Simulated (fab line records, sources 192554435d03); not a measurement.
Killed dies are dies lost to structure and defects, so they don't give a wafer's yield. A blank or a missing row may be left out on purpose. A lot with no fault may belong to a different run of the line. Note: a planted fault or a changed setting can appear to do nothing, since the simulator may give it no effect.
Chamber matching ; flow n5_finfet ; 3 sister chambers for N5_GATE_CUT_PECVD_57 on pecvd-03
The step deposits SiNx from SiH4/NH3/N2, target thk 21 nm. 3 wafers are shown with their chamber, then 7 later ones without.

== WAFERS WITH THEIR CHAMBER ==
wafer;chamber;throttle_valve_pct (%)
L085.3;2;38.0
L089.2;1;41.5
L089.4;0;39.5

== WAFERS WHOSE CHAMBER IS MISSING ==
wafer;throttle_valve_pct (%)
L089.5;41.4
L091.1;37.9
L091.5;40.0
L091.6;37.6
L096.1;39.7
L096.4;41.4
L096.6;39.9

== WHICH CHAMBER EACH WENT THROUGH ==
wafer;from the rows above;in truth
L089.5;1;1
L091.1;2;2
L091.5;0;0
L091.6;2;2
L096.1;0;0
L096.4;1;1
L096.6;0;0
Correct placement for 7 of the 7. Number that these rows cannot place: 0. Placed wrongly: 0.
How it was worked out, from the rows above alone: a wafer's distance from a chamber is the root of the sum, over the readings, of the square of ((its reading less the chamber's mean) divided by the reading's scatter). The wafer belongs to the nearest chamber; if the next one is less than 2 further off, it can't be placed. A chamber's mean is the mean of its shown wafers. The scatter: root of mean squared gap, hidden wafer to nearest shown wafer, with one shown wafer a chamber.
